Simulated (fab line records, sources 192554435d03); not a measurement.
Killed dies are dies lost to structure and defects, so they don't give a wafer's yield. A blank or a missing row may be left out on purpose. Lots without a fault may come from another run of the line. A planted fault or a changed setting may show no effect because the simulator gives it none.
Chamber matching | flow n5_finfet | N5_BEOL_M6_ALD_77 on ald_metal-02: 4 sister chambers
The step deposits TaN, target thk 2 nm, pulse time 2 s, purge time 3 s. 8 wafers are shown with their chamber, then 10 later ones without.

WAFERS WITH THEIR CHAMBER
wafer  | chamber | heater_power_w (W) | susceptor_temp_C (C)
L086.6 | 1       | 433                | 274.75
L087.1 | 0       | 455                | 275.01
L087.5 | 1       | 418                | 275.23
L091.2 | 2       | 426                | 275.28
L091.3 | 3       | 380                | 274.90
L091.6 | 0       | 466                | 274.80
L090.1 | 3       | 392                | 274.93
L090.2 | 2       | 426                | 274.98

WAFERS WITHOUT THEIR CHAMBER
wafer  | heater_power_w (W) | susceptor_temp_C (C)
L090.5 | 388                | 274.96
L092.1 | 423                | 275.15
L092.3 | 388                | 274.77
L092.4 | 413                | 275.17
L094.1 | 382                | 274.98
L094.2 | 420                | 275.33
L094.6 | 423                | 275.06
L096.1 | 428                | 275.18
L096.2 | 469                | 275.02
L096.4 | 383                | 275.32

WHICH CHAMBER EACH WENT THROUGH
wafer  | from the rows above          | in truth
L090.5 | 3                            | 3
L092.1 | can't be placed: 2 or 1      | 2
L092.3 | 3                            | 3
L092.4 | can't be placed: 2 or 1 or 3 | 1
L094.1 | 3                            | 3
L094.2 | can't be placed: 2 or 1      | 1
L094.6 | can't be placed: 1 or 2      | 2
L096.1 | can't be placed: 2 or 1      | 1
L096.2 | 0                            | 0
L096.4 | 3                            | 3
Placed correctly: 5 of 10. Can't be placed from these rows: 5 (the true chamber is among the candidates in 5). Placed wrongly: 0.
How it was worked out, from the rows above alone: a wafer's distance from a chamber is the root of the sum, over the readings, of the square of ((its reading less the chamber's mean) divided by the reading's scatter). The wafer belongs to the nearest chamber; if the next one is less than 2 further off, it can't be placed. A chamber's mean is the mean of its shown wafers. The scatter: the root of (the sum of the squares of (reading less its chamber's mean) over the shown wafers, divided by (wafers less chambers)).
